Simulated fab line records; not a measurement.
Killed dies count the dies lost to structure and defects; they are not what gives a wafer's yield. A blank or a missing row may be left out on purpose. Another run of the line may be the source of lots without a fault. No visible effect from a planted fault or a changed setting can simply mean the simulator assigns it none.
Split-lot experiment :: flow n5-finfet :: route with 1938 steps; 7 lots, 21 wafers read

ABOUT THE SPLIT
At N5_HKMG_FIN_ETCH_58 (etches SOC in N2/H2, target depth 215.8 nm, time 741 s), the setting source-w was moved away from the recipe's 875 W on 7 of the 21 wafers read, by +14.2% to +17.1%. For the rest of the wafers, this setting stayed at what the recipe calls for.

Reading taken at the split's own step.

THE READING
rf-vpp-V, in V, at N5_HKMG_FIN_ETCH_58 (etches SOC in N2/H2, target depth 215.8 nm, time 741 s). On this fab line, fault-free wafers typically give 99.3 V with a standard deviation of 1 V.

wafer: L075.1
tool, chamber at the split: rie-diel-01, 1
source-w as run, W: 1014
against the recipe: +15.9%
rf-vpp-V, V: 94.4
against lot-mates on the recipe: no lot-mate on the recipe

wafer: L075.3
tool, chamber at the split: rie-diel-01, 3
source-w as run, W: 1014
against the recipe: +15.9%
rf-vpp-V, V: 93.7
against lot-mates on the recipe: no lot-mate on the recipe

wafer: L075.6
tool, chamber at the split: rie-diel-01, 1
source-w as run, W: 1014
against the recipe: +15.9%
rf-vpp-V, V: 94.7
against lot-mates on the recipe: no lot-mate on the recipe

wafer: L077.1
tool, chamber at the split: rie-diel-01, 2
source-w as run, W: 999.6
against the recipe: +14.2%
rf-vpp-V, V: 94.1
against lot-mates on the recipe: -6.6

wafer: L077.2
tool, chamber at the split: rie-diel-01, 3
source-w as run, W: 999.6
against the recipe: +14.2%
rf-vpp-V, V: 95.5
against lot-mates on the recipe: -5.2

wafer: L077.5
tool, chamber at the split: rie-diel-01, 3
source-w as run, W: 875
against the recipe: recipe
rf-vpp-V, V: 100.7
against lot-mates on the recipe: -

wafer: L080.4
tool, chamber at the split: rie-diel-04, 0
source-w as run, W: 875
against the recipe: recipe
rf-vpp-V, V: 98.3
against lot-mates on the recipe: -

wafer: L080.5
tool, chamber at the split: rie-diel-04, 3
source-w as run, W: 875
against the recipe: recipe
rf-vpp-V, V: 100.0
against lot-mates on the recipe: -

wafer: L080.6
tool, chamber at the split: rie-diel-04, 2
source-w as run, W: 875
against the recipe: recipe
rf-vpp-V, V: 97.7
against lot-mates on the recipe: -

wafer: L082.1
tool, chamber at the split: rie-diel-01, 1
source-w as run, W: 875
against the recipe: recipe
rf-vpp-V, V: 98.6
against lot-mates on the recipe: -

wafer: L082.2
tool, chamber at the split: rie-diel-01, 2
source-w as run, W: 1015
against the recipe: +16.0%
rf-vpp-V, V: 94.3
against lot-mates on the recipe: -4.7

wafer: L082.4
tool, chamber at the split: rie-diel-01, 0
source-w as run, W: 875
against the recipe: recipe
rf-vpp-V, V: 99.4
against lot-mates on the recipe: -

wafer: L083.1
tool, chamber at the split: rie-diel-01, 1
source-w as run, W: 875
against the recipe: recipe
rf-vpp-V, V: 99.6
against lot-mates on the recipe: -

wafer: L083.4
tool, chamber at the split: rie-diel-01, 0
source-w as run, W: 875
against the recipe: recipe
rf-vpp-V, V: 100.8
against lot-mates on the recipe: -

wafer: L083.6
tool, chamber at the split: rie-diel-01, 0
source-w as run, W: 875
against the recipe: recipe
rf-vpp-V, V: 98.9
against lot-mates on the recipe: -

wafer: L093.1
tool, chamber at the split: rie-diel-03, 2
source-w as run, W: 875
against the recipe: recipe
rf-vpp-V, V: 98.4
against lot-mates on the recipe: -

wafer: L093.3
tool, chamber at the split: rie-diel-03, 0
source-w as run, W: 875
against the recipe: recipe
rf-vpp-V, V: 99.0
against lot-mates on the recipe: -

wafer: L093.6
tool, chamber at the split: rie-diel-03, 1
source-w as run, W: 1025
against the recipe: +17.1%
rf-vpp-V, V: 94.7
against lot-mates on the recipe: -4.0

wafer: L097.2
tool, chamber at the split: rie-diel-04, 2
source-w as run, W: 875
against the recipe: recipe
rf-vpp-V, V: 99.5
against lot-mates on the recipe: -

wafer: L097.3
tool, chamber at the split: rie-diel-04, 0
source-w as run, W: 875
against the recipe: recipe
rf-vpp-V, V: 98.5
against lot-mates on the recipe: -

wafer: L097.4
tool, chamber at the split: rie-diel-04, 1
source-w as run, W: 875
against the recipe: recipe
rf-vpp-V, V: 98.3
against lot-mates on the recipe: -

FIT RESULTS
A straight line over all 21 wafers: rf-vpp-V changes by -0.296 V for each +1% of source-w; r = -0.94; the points scatter about the line by 0.83 V.
The same after taking each lot's own level away (the mean of its wafers on the recipe; 18 wafers): -0.325 V for each +1%; r = -0.93; scatter 0.9 V.
The reading moves by 5.6 V for the largest change in source-w, on that fit.
Measured against the standard deviation above, the lots' own levels, which go from 98.67 to 100.70 V, span 2.0 times it.
So the lot-to-lot level changes the slope little: the two slopes agree.
Check: -6.3 V against its lot-mates is what the line predicts for one of the wafers moved furthest among these (+17.1%) when that wafer is left out of the fit. Against them it came out at -4 V.
Tool readings at the split's step, against how far the setting was moved: rf-vpp-V r = -0.94.

OTHER SPLITS ON THESE WAFERS
Before the reading, these wafers also passed through other splits. Each is held against what the fit with the lots' levels taken away leaves over:
other split on the same wafers: N5_SD_EPI_N_ETCH_16 target-depth-a
wafers away from the commonest value: 3
r with rf-vpp-V (lot level and that fit taken away): +0.09

other split on the same wafers: N5_SDB_ALD_29 ald-cycles
wafers away from the commonest value: 5
r with rf-vpp-V (lot level and that fit taken away): -0.36

THE WHOLE CHAIN: every reading that the file lists as answering this split, in the file's order
step: N5_HKMG_FIN_ETCH_58
what it does: etches SOC in N2/H2, target depth 215.8 nm, time 741 s
reading: rf-vpp-V
change (the file's fit): -0.304 V for each +1% of the setting
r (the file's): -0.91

step: N5_HKMG_FIN_ETCH_58
what it does: etches SOC in N2/H2, target depth 215.8 nm, time 741 s
reading: etch.depth-nm (the simulator's own value, which no gauge read)
change (the file's fit): +1.63 nm for each +1% of the setting
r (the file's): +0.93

step: N5_HKMG_FIN_ETCH_58
what it does: etches SOC in N2/H2, target depth 215.8 nm, time 741 s
reading: HKMG_FIN.feature-depth-nm (the simulator's own value, which no gauge read)
change (the file's fit): +1.63 nm for each +1% of the setting
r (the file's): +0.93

step: N5_HKMG_FIN_ETCH_58
what it does: etches SOC in N2/H2, target depth 215.8 nm, time 741 s
reading: SOC_of_HKMG_FIN_COAT_41.thk-nm (the simulator's own value, which no gauge read)
change (the file's fit): -1.62 nm for each +1% of the setting
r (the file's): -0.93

FILE'S OWN FIT
rf-vpp-V changes by -0.304 V for each +1% of source-w, r = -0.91.
